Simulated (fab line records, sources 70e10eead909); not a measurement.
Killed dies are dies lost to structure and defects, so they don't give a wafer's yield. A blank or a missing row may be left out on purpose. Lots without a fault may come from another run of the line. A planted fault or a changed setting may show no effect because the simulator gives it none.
Which tool did it? | flow nand_harc | 11 lots, 33 wafers sampled, at 6 steps of a route of 1302

WHAT THE GAUGES READ, wafer by wafer
NHARC_P_GATE_CD_MEAS_59: target cd 720 nm. Usual: cd_nm 720.3 nm, standard deviation 1.8.
lot  | measured     | on        | cd_nm (nm)        | flag
L717 | day 4 19:54  | cd_sem-03 | 718.7 724.0 720.3 |
L720 | day 6 06:16  | cd_sem-02 | 720.7 720.9 718.8 |
L722 | day 6 12:43  | cd_sem-02 | 717.9 719.6 719.3 |
L724 | day 7 19:04  | cd_sem-01 | 665.7 666.1 666.1 | OFF
L726 | day 8 16:59  | cd_sem-03 | 721.6 721.1 721.3 |
L727 | day 8 22:32  | cd_sem-01 | 666.3 666.2 666.8 | OFF
L728 | day 9 02:28  | cd_sem-03 | 667.0 665.2 665.4 | OFF
L731 | day 10 12:29 | cd_sem-02 | 721.2 723.1 721.0 |
L735 | day 12 05:48 | cd_sem-03 | 722.5 721.7 722.3 |
L736 | day 12 20:50 | cd_sem-02 | 721.1 723.9 721.0 |
L739 | day 13 19:17 | cd_sem-02 | 715.9 721.1 715.7 |

NHARC_END_SORT_01. Usual: killed_at_array 62, standard deviation 18; killed_at_other 0.9, standard deviation 1.2; killed_at_periphery 4.2, standard deviation 2.9; killed_dies 67, standard deviation 17; killed_open 3.6, standard deviation 1.9; killed_short 2.5, standard deviation 1.6.
lot  | measured     | on        | killed_at_array | killed_at_other | killed_at_periphery | killed_dies | killed_open | killed_short | flag
L724 | day 27 00:48 | prober-02 | 80              | 0               | 5                   | 85          | 2           | 2            |
L727 | day 27 23:34 | prober-02 | 72 75 73        | 0 0 0           | 2 2 2               | 74 77 75    | 4 1 3       | 1 5 2        |
L728 | day 28 01:09 | prober-01 | 62 48           | 4 1             | 8 9                 | 74 58       | 2 0         | 1 2          |

WHICH TOOL RAN EACH LOT (tool, then ch and the chambers of the sampled wafers, then the start)
lot  | NHARC_P_GATE_DESCUM_31             | NHARC_P_GATE_EXPOSE_56            | NHARC_P_GATE_STRIP_76                | NHARC_P_GATE_DESCUM_93
L717 | rie_diel-05 ch 0,1,3, day 4 06:24  | krf_scanner-02 ch 0, day 4 19:45  | plasma_asher-01 ch 0,1, day 4 20:41  | rie_diel-03 ch 0,3, day 4 21:46
L720 | rie_diel-03 ch 1,3, day 5 16:32    | krf_scanner-04 ch 0, day 6 06:07  | plasma_asher-01 ch 0,1, day 6 07:04  | rie_diel-10 ch 0,3, day 6 08:03
L722 | rie_diel-03 ch 0,3, day 5 23:16    | krf_scanner-02 ch 0, day 6 12:34  | plasma_asher-02 ch 0,1, day 6 13:46  | rie_diel-10 ch 0,2, day 6 14:50
L724 | rie_diel-10 ch 1,2, day 7 05:44    | krf_scanner-02 ch 0, day 7 18:55  | plasma_asher-02 ch 1, day 7 19:52    | rie_diel-05 ch 0,1,3, day 7 20:50
L726 | rie_diel-05 ch 0,2, day 8 03:35    | krf_scanner-04 ch 0, day 8 16:50  | plasma_asher-02 ch 0,1, day 8 17:47  | rie_diel-10 ch 0,2,3, day 8 18:53
L727 | rie_diel-03 ch 0,2,3, day 8 09:07  | krf_scanner-02 ch 0, day 8 22:23  | plasma_asher-01 ch 0,1, day 8 23:23  | rie_diel-10 ch 0,1,2, day 9 00:28
L728 | rie_diel-05 ch 2,3, day 8 13:09    | krf_scanner-02 ch 0, day 9 02:19  | plasma_asher-02 ch 0,1, day 9 03:16  | rie_diel-10 ch 1,2, day 9 04:21
L731 | rie_diel-05 ch 1,2, day 9 22:53    | krf_scanner-04 ch 0, day 10 12:20 | plasma_asher-01 ch 0,1, day 10 13:17 | rie_diel-05 ch 0,1,3, day 10 14:22
L735 | rie_diel-03 ch 1,2,3, day 11 16:27 | krf_scanner-04 ch 0, day 12 05:39 | plasma_asher-02 ch 0,1, day 12 06:37 | rie_diel-05 ch 0,2,3, day 12 07:43
L736 | rie_diel-03 ch 0,1,2, day 12 07:13 | krf_scanner-03 ch 0, day 12 20:41 | plasma_asher-01 ch 0,1, day 12 21:38 | rie_diel-05 ch 0,2,3, day 12 22:38
L739 | rie_diel-03 ch 0,1,3, day 13 05:38 | krf_scanner-03 ch 0, day 13 19:07 | plasma_asher-02 ch 0,1, day 13 20:04 | rie_diel-03 ch 0,1,3, day 13 21:09
- NHARC_P_GATE_DESCUM_31: chemistry O2, time 3 s.
- NHARC_P_GATE_EXPOSE_56: exposes mask P PSD, target cd 720 nm.
- NHARC_P_GATE_STRIP_76: strips in O2.
- NHARC_P_GATE_DESCUM_93: chemistry O2, time 3 s.

WHAT THE TOOLS THEMSELVES READ (means of the sampled wafers that have a number; where no wafer has one, the mark that the record gives instead)
NHARC_P_GATE_DESCUM_31. Usual: drypump_motor_current_A 5.7 A, standard deviation 0.41; mfc_ar_sccm 0.008 sccm, standard deviation 0.0099; oes_product_au 0.998 a.u., standard deviation 0.011; rf_vpp_V 57.8 V, standard deviation 0.79; showerhead_plenum_p_Torr 1.94 Torr, standard deviation 0.061; throttle_valve_pct 11.312 %, standard deviation 0.0089.
lot  | tool        | drypump_motor_current_A (A) | mfc_ar_sccm (sccm) | oes_product_au (a.u.) | rf_vpp_V (V) | showerhead_plenum_p_Torr (Torr) | throttle_valve_pct (%) | flag
L717 | rie_diel-05 | 5.9                         | 0.014              | 1.002                 | 58.1         | 1.93                            | 11.304                 |
L720 | rie_diel-03 | 5.3                         | 0.000              | 1.005                 | 58.0         | 1.99                            | 11.316                 |
L722 | rie_diel-03 | 5.4                         | 0.004              | 0.997                 | 57.7         | 1.93                            | 11.314                 |
L724 | rie_diel-10 | 5.7                         | 0.020              | 0.999                 | 57.7         | 1.88                            | 11.311                 |
L726 | rie_diel-05 | 6.0                         | 0.012              | 0.993                 | 57.2         | 1.90                            | 11.315                 |
L727 | rie_diel-03 | 5.3                         | 0.005              | 1.002                 | 58.3         | 1.94                            | 11.308                 |
L728 | rie_diel-05 | 5.7                         | 0.000              | 0.993                 | 57.4         | 1.97                            | 11.323                 |
L731 | rie_diel-05 | 5.8                         | 0.017              | 0.987                 | 58.2         | 1.98                            | 11.313                 |
L735 | rie_diel-03 | 5.3                         | 0.000              | 1.011                 | 57.4         | 1.95                            | 11.322                 |
L736 | rie_diel-03 | 5.2                         | 0.005              | 0.989                 | 58.6         | 1.99                            | 11.310                 |
L739 | rie_diel-03 | 5.3                         | 0.004              | 0.996                 | 57.4         | 1.97                            | 11.303                 |

NHARC_P_GATE_EXPOSE_56. Usual: exposure_dose_mJ_cm2 14.810, standard deviation 0.013.
lot  | tool           | exposure_dose_mJ_cm2 | flag
L717 | krf_scanner-02 | 14.815               |
L720 | krf_scanner-04 | 14.822               |
L722 | krf_scanner-02 | 14.833               |
L724 | krf_scanner-02 | 10.828               | OFF
L726 | krf_scanner-04 | 14.808               |
L727 | krf_scanner-02 | 10.817               | OFF
L728 | krf_scanner-02 | 10.798               | OFF
L731 | krf_scanner-04 | 14.800               |
L735 | krf_scanner-04 | 14.820               |
L736 | krf_scanner-03 | 14.814               |
L739 | krf_scanner-03 | 14.808               |

NHARC_P_GATE_STRIP_76. Usual: drypump_motor_current_A 5.8 A, standard deviation 0.42; heater_power_w 332 W, standard deviation 28.
lot  | tool            | drypump_motor_current_A (A) | heater_power_w (W) | flag
L717 | plasma_asher-01 | 5.5                         | 360                |
L720 | plasma_asher-01 | 5.5                         | 348                |
L722 | plasma_asher-02 | 6.2                         | 345                |
L724 | plasma_asher-02 | 6.2                         | 366                |
L726 | plasma_asher-02 | 6.1                         | 344                |
L727 | plasma_asher-01 | 5.5                         | 335                |
L728 | plasma_asher-02 | 6.2                         | 347                |
L731 | plasma_asher-01 | 5.5                         | 338                |
L735 | plasma_asher-02 | 6.2                         | 310                |
L736 | plasma_asher-01 | 5.3                         | 331                |
L739 | plasma_asher-02 | 6.2                         | 310                |

NHARC_P_GATE_DESCUM_93. Usual: drypump_motor_current_A 5.7 A, standard deviation 0.48; mfc_ar_sccm 0.007 sccm, standard deviation 0.0094; oes_product_au 0.999 a.u., standard deviation 0.011; rf_vpp_V 58.0 V, standard deviation 0.83; showerhead_plenum_p_Torr 1.94 Torr, standard deviation 0.063; throttle_valve_pct 11.311 %, standard deviation 0.0096.
lot  | tool        | drypump_motor_current_A (A) | mfc_ar_sccm (sccm) | oes_product_au (a.u.) | rf_vpp_V (V) | showerhead_plenum_p_Torr (Torr) | throttle_valve_pct (%) | flag
L717 | rie_diel-03 | 5.4                         | 0.009              | 0.987                 | 58.3         | 1.96                            | 11.309                 |
L720 | rie_diel-10 | 6.4                         | 0.000              | 1.007                 | 57.6         | 1.90                            | 11.314                 |
L722 | rie_diel-10 | 5.7                         | 0.017              | 1.011                 | 57.1         | 1.85                            | 11.310                 |
L724 | rie_diel-05 | 5.9                         | 0.014              | 1.000                 | 57.4         | 1.93                            | 11.306                 |
L726 | rie_diel-10 | 6.0                         | 0.008              | 0.998                 | 57.9         | 1.88                            | 11.306                 |
L727 | rie_diel-10 | 6.1                         | 0.012              | 1.006                 | 57.0         | 1.90                            | 11.314                 |
L728 | rie_diel-10 | 6.0                         | 0.016              | 1.004                 | 58.4         | 1.94                            | 11.312                 |
L731 | rie_diel-05 | 5.9                         | 0.014              | 1.001                 | 58.5         | 1.93                            | 11.305                 |
L735 | rie_diel-05 | 5.9                         | 0.006              | 0.998                 | 56.8         | 1.93                            | 11.300                 |
L736 | rie_diel-05 | 5.9                         | 0.006              | 0.993                 | 57.7         | 1.93                            | 11.308                 |
L739 | rie_diel-03 | 5.3                         | 0.004              | 1.003                 | 58.6         | 1.97                            | 11.306                 |

THE ANSWER, worked out from the rows above alone
Rule: a lot is off if the mean of its wafers that have a number lies more than 3 standard deviations from the usual mean. A lot without any number at a reading at which 4 lots or more have one is off too. The other lots that the step has rows for count as sound. The gauges are gone through in route order, then the tools' own readings, and for those a lot's mean is taken as printed above. The first step at which some lot is off is used, and at that step the reading that is off furthest; a lot without a number counts as furthest.
Off: L724, L727, L728, at NHARC_P_GATE_CD_MEAS_59 (cd_nm).
A tool fits if, at a process step before that reading, it ran every lot that is off, and no sound lot after the first of them. The gauges at NHARC_P_GATE_CD_MEAS_59 aren't tried: what is off there is off at NHARC_P_GATE_EXPOSE_56 too, on other tools, and a gauge's error can't cause that. One fits: krf_scanner-02 at NHARC_P_GATE_EXPOSE_56. Its last sound lot is L722 (day 6 12:34), its first lot that is off L724 (day 7 18:55): a fault that began between those two fits.
The tool's own readings at NHARC_P_GATE_EXPOSE_56 bear it out: on the lots that are off they differ by more than 5 times the standard deviation of the sound lots' means. exposure_dose_mJ_cm2 reads 10.814 there against 14.815 on the sound lots.

WHAT THE SIMULATOR HAD PUT IN
Process parameter drift: krf_scanner-02, from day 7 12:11 on, at NHARC_P_GATE_EXPOSE_56. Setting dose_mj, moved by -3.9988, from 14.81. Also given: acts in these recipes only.
Lots struck among those shown: L724, L727, L728. The rule above found the same.
